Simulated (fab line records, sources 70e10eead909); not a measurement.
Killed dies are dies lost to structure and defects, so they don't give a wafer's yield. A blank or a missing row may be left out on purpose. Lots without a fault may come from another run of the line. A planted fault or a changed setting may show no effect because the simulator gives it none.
Chamber matching | flow nand_harc | NHARC_A_WL_FILL_CMP_12 on cmp-01: 4 sister chambers
The step polishes, t overpolish 30 s, target thk 100 nm. 14 wafers are shown with their chamber, then 7 later ones without.

WAFERS WITH THEIR CHAMBER
wafer  | chamber | motor_current_A (A) | slurry_filter_dp_kPa (kPa) | time_to_endpoint_s (s)
L075.2 | 1       | 11.5                | 13.40                      | 22.2
L075.5 | 3       | 13.2                | 13.70                      | 22.0
L075.6 | 0       | 13.4                | 13.31                      | 20.2
L083.2 | 0       | 14.0                | 13.40                      | 20.1
L083.4 | 3       | 13.1                | 13.69                      | 19.4
L083.5 | 0       | 13.3                | 13.23                      | 21.5
L084.1 | 3       | 13.4                | 13.65                      | 18.6
L084.2 | 0       | 13.9                | 13.56                      | 18.5
L084.4 | 1       | 11.9                | 13.60                      | 19.2
L087.1 | 0       | 14.0                | 13.41                      | 19.1
L087.2 | 1       | 12.1                | 13.51                      | 21.9
L087.3 | 2       | 11.2                | 13.32                      | 18.7
L088.1 | 2       | 11.7                | 13.46                      | 16.4
L088.2 | 0       | 13.8                | 13.45                      | 18.3

SIGNATURES (means of the wafers above)
reading              | chamber 0 | chamber 1 | chamber 2 | chamber 3 | scatter within a chamber
motor_current_A      | 13.733    | 11.833    | 11.450    | 13.233    | 0.288
slurry_filter_dp_kPa | 13.3933   | 13.5033   | 13.3900   | 13.6800   | 0.0981
time_to_endpoint_s   | 19.617    | 21.100    | 17.550    | 20.000    | 1.48
Rule: a wafer's distance from a chamber is the root of the sum, over the readings, of the square of ((its reading less the chamber's mean) divided by the reading's scatter). The wafer belongs to the nearest chamber; if the next one is less than 2 further off, it can't be placed. The scatter: the root of (the sum of the squares of (reading less its chamber's mean) over the shown wafers, divided by (wafers less chambers)).

WAFERS WITHOUT THEIR CHAMBER
wafer  | motor_current_A (A) | slurry_filter_dp_kPa (kPa) | time_to_endpoint_s (s)
L088.3 | 11.2                | 13.35                      | 19.2
L093.2 | 13.7                | 13.50                      | 20.6
L093.3 | 13.4                | 13.48                      | 19.3
L093.5 | 11.3                | 13.53                      | 22.5
L097.3 | 11.1                | 13.79                      | 15.7
L097.4 | 13.6                | 13.62                      | 20.5
L097.6 | 11.0                | 13.47                      | 18.2

WHICH CHAMBER EACH WENT THROUGH
wafer  | from the rows above     | in truth
L088.3 | can't be placed: 2 or 1 | 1
L093.2 | can't be placed: 0 or 3 | 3
L093.3 | can't be placed: 0 or 3 | 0
L093.5 | can't be placed: 1 or 2 | 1
L097.3 | can't be placed: 2 or 1 | 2
L097.4 | can't be placed: 3 or 0 | 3
L097.6 | can't be placed: 2 or 1 | 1
Placed correctly: 0 of 7. Can't be placed from these rows: 7 (the true chamber is among the candidates in 7). Placed wrongly: 0.
